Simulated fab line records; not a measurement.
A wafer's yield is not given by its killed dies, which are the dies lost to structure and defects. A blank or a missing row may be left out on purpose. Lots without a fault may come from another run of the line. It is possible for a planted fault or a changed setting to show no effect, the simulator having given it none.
Which tool was responsible? :: flow n5Finfet :: 12 lots (36 wafers sampled), 1 step of a 1938-step route

## WHAT THE GAUGES READ, wafer by wafer
N5_BEOL_M3_CD_MEAS_28: target cd 25.7 nm, target cd y 23.3 nm.
lot: L075
measured: day 7 04:48
on: cdSem-01
cdNm (nm): 25.38 25.57 25.43

lot: L077
measured: day 7 14:34
on: cdSem-03
cdNm (nm): 25.58 25.44 25.70

lot: L079
measured: day 8 02:55
on: cdSem-03
cdNm (nm): 25.18 25.70 25.53

lot: L081
measured: day 8 21:19
on: cdSem-01
cdNm (nm): 25.67 25.22 25.86

lot: L083
measured: day 9 08:54
on: cdSem-02
cdNm (nm): 25.71 25.60 26.13

lot: L085
measured: day 10 08:40
on: cdSem-01
cdNm (nm): 25.41 25.72 25.48

lot: L087
measured: day 10 15:25
on: cdSem-02
cdNm (nm): 25.69 25.82 25.70

lot: L089
measured: day 11 06:16
on: cdSem-03
cdNm (nm): 25.77 25.94 25.64

lot: L092
measured: day 11 16:40
on: cdSem-02
cdNm (nm): 25.56 25.86 25.45

lot: L093
measured: day 11 22:39
on: cdSem-02
cdNm (nm): 25.99 25.73 25.54

lot: L095
measured: day 12 08:43
on: cdSem-01
cdNm (nm): 25.41 25.60 25.62

lot: L096
measured: day 13 04:17
on: cdSem-03
cdNm (nm): 26.00 25.82 25.69

## WHAT TOOL EACH LOT RAN ON (gives the tool, then ch and the chambers of the sampled wafers, and finally the start)
Before these readings, the record contains no process step.

## THE ANSWER, worked out from the rows above alone
Rule: the lots themselves supply what counts as usual. The widest of any qualifying gaps counts: lots, ordered by their means at a reading, are off when they make up no more than a third of the lots, leave a main group of 4 or more, and stand apart from it by 3 or more times the standard deviation of that group's means. The tables above print the reading to a certain number of digits; a main group whose means all agree to those digits is not used. A lot without any number at a reading at which 4 lots or more have one is off too. Where the step has rows for the other lots, those lots are counted as sound.
Across all readings shown, no lot is off: no conclusion can be drawn from this.

## WHAT THE SIMULATOR HAD PUT IN
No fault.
